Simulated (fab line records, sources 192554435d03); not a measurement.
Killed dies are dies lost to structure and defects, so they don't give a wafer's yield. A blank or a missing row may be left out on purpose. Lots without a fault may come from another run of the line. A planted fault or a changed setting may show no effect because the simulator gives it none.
Which tool did it? | flow n5_finfet | 9 lots, 27 wafers sampled, at 5 steps of a route of 1938

WHAT THE GAUGES READ, wafer by wafer
N5_HKMG_FIN_INSPECT_14: inspects for defects (macro). Usual: raw_defect_count 2.2, standard deviation 1.4.
lot  | measured    | on                | raw_defect_count | flag
L259 | day 4 14:49 | defect_inspect-01 | 1 0 3            |
L261 | day 5 02:51 | defect_inspect-02 | 1 4 4            |
L264 | day 5 20:51 | defect_inspect-01 | 3 2 1            |
L270 | day 7 10:41 | defect_inspect-01 | 3 2 4            |
L271 | day 7 15:14 | defect_inspect-02 | 5 5 1            |
L272 | day 7 21:39 | defect_inspect-01 | 1 2 5            |
L276 | day 8 19:40 | defect_inspect-02 | 7 1 1            |
L277 | day 9 02:40 | defect_inspect-02 | 2 3 2            |
L279 | day 9 16:56 | defect_inspect-01 | 3 4 0            |

N5_BEOL_M4_RC_MEAS_101. Usual: DIBL_N 36.3 mV/V, standard deviation 1.1; DIBL_P 36.3 mV/V, standard deviation 1.4; IOFF_N 0.155 nA/um, standard deviation 0.019; IOFF_P 0.211 nA/um, standard deviation 0.027; ION_N 672 uA/um, standard deviation 8.5; ION_P 462 uA/um, standard deviation 5.8; SS_N 71.5 mV/dec, standard deviation 0.56; SS_P 73.3 mV/dec, standard deviation 0.52; VT_N 249.9 mV, standard deviation 2.5; VT_P -249.8 mV, standard deviation 2.8.
lot  | measured     | on        | DIBL_N (mV/V)  | DIBL_P (mV/V)  | IOFF_N (nA/um)    | IOFF_P (nA/um)    | ION_N (uA/um) | ION_P (uA/um) | SS_N (mV/dec)  | SS_P (mV/dec)  | VT_N (mV)         | VT_P (mV)            | flag
L259 | day 10 12:52 | prober-01 | 35.6 34.9 35.7 | 36.9 35.4 35.9 | 0.152 0.134 0.153 | 0.178 0.170 0.178 | 669 670 671   | 451 456 455   | 71.1 71.3 72.0 | 73.6 73.3 73.3 | 248.7 249.2 251.5 | -253.7 -252.4 -253.4 |
L261 | day 10 22:22 | prober-01 | 37.2 36.5 35.9 | 37.1 36.6 35.2 | 0.172 0.161 0.140 | 0.244 0.243 0.227 | 676 672 669   | 472 467 469   | 71.9 71.8 71.0 | 73.9 73.0 72.7 | 248.4 247.0 252.1 | -244.4 -247.3 -248.4 |
L264 | day 13 01:34 | prober-02 | 36.7 37.7 36.1 | 37.0 37.7 34.9 | 0.177 0.182 0.156 | 0.217 0.223 0.183 | 689 677 670   | 466 459 456   | 71.6 72.3 71.0 | 74.0 73.2 73.2 | 250.4 245.9 249.7 | -248.3 -247.1 -251.6 |
L270 | day 15 10:38 | prober-01 | 36.8 34.9 37.2 | 37.0 35.0 37.4 | 0.144 0.116 0.153 | 0.238 0.204 0.250 | 663 650 665   | 460 455 460   | 72.3 71.6 72.1 | 73.7 72.6 73.7 | 251.8 257.1 251.9 | -247.6 -250.4 -248.8 |
L271 | day 15 19:02 | prober-02 | 36.0 34.5 36.7 | 35.6 33.9 36.1 | 0.151 0.128 0.169 | 0.238 0.210 0.253 | 667 662 682   | 468 464 467   | 71.7 70.8 71.6 | 73.2 72.8 72.9 | 248.3 253.7 245.5 | -246.1 -245.9 -243.8 |
L272 | day 17 07:19 | prober-01 | 35.9 34.9 35.3 | 36.9 36.0 36.3 | 0.156 0.146 0.161 | 0.221 0.203 0.217 | 670 679 665   | 460 467 463   | 70.8 71.2 71.5 | 73.5 73.0 72.8 | 250.6 247.6 248.6 | -248.0 -249.4 -246.2 |
L276 | day 17 07:20 | prober-02 | 36.7 37.0 35.8 | 36.8 37.5 35.6 | 0.160 0.168 0.143 | 0.218 0.219 0.199 | 677 684 665   | 467 468 463   | 71.3 70.9 71.3 | 73.0 72.6 73.0 | 248.6 249.9 249.8 | -247.3 -248.5 -250.6 |
L277 | day 17 06:04 | prober-02 | 36.5 40.0 37.1 | 36.4 40.9 37.2 | 0.150 0.228 0.171 | 0.210 0.301 0.236 | 676 699 677   | 466 479 471   | 71.5 72.5 71.1 | 72.9 74.0 73.1 | 250.0 242.9 246.3 | -250.0 -244.8 -247.0 |
L279 | day 17 17:07 | prober-01 | 35.6 36.3 36.0 | 35.2 34.7 35.2 | 0.158 0.159 0.158 | 0.210 0.200 0.205 | 682 666 675   | 464 459 458   | 72.1 72.0 71.3 | 73.3 73.4 73.0 | 248.2 249.2 249.8 | -248.4 -250.9 -249.2 |

WHICH TOOL RAN EACH LOT (tool, then ch and the chambers of the sampled wafers, then the start)
lot  | N5_HKMG_FIN_ETCH_58               | N5_HKMG_FIN_STRIP_93              | N5_GATE_CUT_ETCHBACK_30
L259 | rie_diel-04 ch 0,1,2, day 4 11:59 | rie_diel-04 ch 0,1,2, day 4 12:14 | rie_metal-03 ch 0,1, day 4 19:32
L261 | rie_diel-02 ch 0,1, day 4 23:49   | rie_diel-02 ch 0,1, day 5 00:14   | rie_metal-01 ch 0,1, day 5 07:38
L264 | rie_diel-02 ch 0,2,3, day 5 17:43 | rie_diel-02 ch 0,2,3, day 5 18:08 | rie_metal-03 ch 0,1, day 6 01:55
L270 | rie_diel-05 ch 0,3, day 7 07:26   | rie_diel-05 ch 0,3, day 7 07:51   | rie_metal-02 ch 0,1, day 7 15:44
L271 | rie_diel-02 ch 2,3, day 7 12:12   | rie_diel-02 ch 2,3, day 7 12:38   | rie_metal-03 ch 0,1, day 7 19:59
L272 | rie_diel-04 ch 1,2,3, day 7 18:36 | rie_diel-04 ch 1,2,3, day 7 19:02 | rie_metal-01 ch 0,1, day 8 02:26
L276 | rie_diel-04 ch 1,2,3, day 8 16:44 | rie_diel-04 ch 1,2,3, day 8 17:09 | rie_metal-03 ch 1, day 9 00:31
L277 | rie_diel-04 ch 0,2,3, day 8 23:40 | rie_diel-04 ch 0,2,3, day 9 00:06 | rie_metal-01 ch 0,1, day 9 07:38
L279 | rie_diel-05 ch 0,1,3, day 9 13:53 | rie_diel-05 ch 0,1,3, day 9 14:18 | rie_metal-02 ch 0, day 9 22:01
- N5_HKMG_FIN_ETCH_58: etches SOC in N2/H2, target depth 215.8 nm, time 741 s.
- N5_HKMG_FIN_STRIP_93: strips SOC in N2/H2, time 20 s.
- N5_GATE_CUT_ETCHBACK_30: etches TiN in Cl2/Ar, target depth 3 nm.

WHAT THE TOOLS THEMSELVES READ (means of the sampled wafers that have a number; where no wafer has one, the mark that the record gives instead)
N5_HKMG_FIN_ETCH_58. Usual: chamber_pressure_mTorr 29.999 mTorr, standard deviation 0.027; drypump_motor_current_A 5.7 A, standard deviation 0.42; oes_product_au 0.77 a.u., standard deviation 0.096; rf_vpp_V 99.2 V, standard deviation 0.98; showerhead_plenum_p_Torr 2.56 Torr, standard deviation 0.098; throttle_valve_pct 17.90 %, standard deviation 0.14.
lot  | tool        | chamber_pressure_mTorr (mTorr) | drypump_motor_current_A (A) | oes_product_au (a.u.) | rf_vpp_V (V) | showerhead_plenum_p_Torr (Torr) | throttle_valve_pct (%) | flag
L259 | rie_diel-04 | 29.984                         | 5.6                         | 0.81                  | 99.0         | 2.48                            | 17.87                  |
L261 | rie_diel-02 | 30.006                         | 5.6                         | 0.74                  | 98.2         | 2.50                            | 17.70                  |
L264 | rie_diel-02 | 30.024                         | 5.6                         | 0.78                  | 99.4         | 2.52                            | 17.85                  |
L270 | rie_diel-05 | 29.982                         | 6.4                         | 0.87                  | 99.8         | 2.62                            | 17.83                  |
L271 | rie_diel-02 | 30.000                         | 5.6                         | 0.80                  | 98.9         | 2.60                            | 17.96                  |
L272 | rie_diel-04 | 30.002                         | 5.3                         | 0.78                  | 99.3         | 2.54                            | 17.93                  |
L276 | rie_diel-04 | 30.001                         | 5.3                         | 0.76                  | 98.6         | 2.53                            | 17.95                  |
L277 | rie_diel-04 | 29.999                         | 5.5                         | 0.78                  | 99.1         | 2.61                            | 17.87                  |
L279 | rie_diel-05 | 30.016                         | 6.1                         | 0.84                  | 99.9         | 2.65                            | 17.82                  |

N5_HKMG_FIN_STRIP_93. Usual: chamber_pressure_mTorr 50.00 mTorr, standard deviation 0.047; drypump_motor_current_A 5.7 A, standard deviation 0.42; oes_product_au 0.77 a.u., standard deviation 0.095; rf_vpp_V 54.1 V, standard deviation 0.89; showerhead_plenum_p_Torr 3.37 Torr, standard deviation 0.13; throttle_valve_pct 19.2 %, standard deviation 0.31.
lot  | tool        | chamber_pressure_mTorr (mTorr) | drypump_motor_current_A (A) | oes_product_au (a.u.) | rf_vpp_V (V) | showerhead_plenum_p_Torr (Torr) | throttle_valve_pct (%) | flag
L259 | rie_diel-04 | 50.01                          | 5.6                         | 0.80                  | 53.3         | 3.28                            | 19.0                   |
L261 | rie_diel-02 | 49.98                          | 5.7                         | 0.74                  | 54.2         | 3.31                            | 18.8                   |
L264 | rie_diel-02 | 49.98                          | 5.6                         | 0.78                  | 53.9         | 3.34                            | 19.1                   |
L270 | rie_diel-05 | 50.02                          | 6.4                         | 0.86                  | 55.0         | 3.46                            | 19.2                   |
L271 | rie_diel-02 | 49.99                          | 5.7                         | 0.79                  | 54.3         | 3.44                            | 19.3                   |
L272 | rie_diel-04 | 50.01                          | 5.3                         | 0.77                  | 55.1         | 3.35                            | 19.2                   |
L276 | rie_diel-04 | 49.99                          | 5.3                         | 0.76                  | 54.1         | 3.34                            | 19.3                   |
L277 | rie_diel-04 | 50.02                          | 5.5                         | 0.78                  | 53.8         | 3.45                            | 19.2                   |
L279 | rie_diel-05 | 50.02                          | 6.1                         | 0.84                  | 54.2         | 3.50                            | 19.2                   |

N5_GATE_CUT_ETCHBACK_30. Usual: bias_w 60.00 W, standard deviation 0.17; chamber_pressure_mTorr 10.000 mTorr, standard deviation 0.0095; drypump_motor_current_A 5.7 A, standard deviation 0.34; he_backside_leak_sccm 3.39 sccm, standard deviation 0.25; oes_product_au 0.72 a.u., standard deviation 0.072; throttle_valve_pct 20.87 %, standard deviation 0.094.
lot  | tool         | bias_w (W) | chamber_pressure_mTorr (mTorr) | drypump_motor_current_A (A) | he_backside_leak_sccm (sccm) | oes_product_au (a.u.) | throttle_valve_pct (%) | flag
L259 | rie_metal-03 | 60.06      | 9.999                          | 5.4                         | 4.11                         | 0.78                  | 20.83                  |
L261 | rie_metal-01 | 59.95      | 9.993                          | 5.8                         | 3.55                         | 0.68                  | 20.91                  |
L264 | rie_metal-03 | 59.99      | 9.998                          | 5.3                         | 3.32                         | 0.74                  | 20.80                  |
L270 | rie_metal-02 | -          | -                              | -                           | -                            | -                     | -                      | OFF
L271 | rie_metal-03 | -          | -                              | -                           | -                            | -                     | -                      | OFF
L272 | rie_metal-01 | -          | -                              | -                           | -                            | -                     | -                      | OFF
L276 | rie_metal-03 | 60.01      | 10.000                         | 5.5                         | 3.45                         | 0.81                  | 20.88                  |
L277 | rie_metal-01 | 59.98      | 10.000                         | 5.8                         | 3.52                         | 0.66                  | 20.93                  |
L279 | rie_metal-02 | 60.02      | 10.004                         | 6.2                         | 3.36                         | 0.77                  | 20.87                  |

THE ANSWER, worked out from the rows above alone
Rule: a lot is off if the mean of its wafers that have a number lies more than 3 standard deviations from the usual mean. A lot without any number at a reading at which 4 lots or more have one is off too. The other lots that the step has rows for count as sound. The gauges are gone through in route order, then the tools' own readings, and for those a lot's mean is taken as printed above. The first step at which some lot is off is used, and at that step the reading that is off furthest; a lot without a number counts as furthest.
Off: L270, L271, L272, at N5_GATE_CUT_ETCHBACK_30 (bias_w). Without a number there: L270, L271, L272.
A tool fits if, at that step or a process step before it, it ran every lot that is off, and no sound lot after the first of them. None of those tried fits.

WHAT THE SIMULATOR HAD PUT IN
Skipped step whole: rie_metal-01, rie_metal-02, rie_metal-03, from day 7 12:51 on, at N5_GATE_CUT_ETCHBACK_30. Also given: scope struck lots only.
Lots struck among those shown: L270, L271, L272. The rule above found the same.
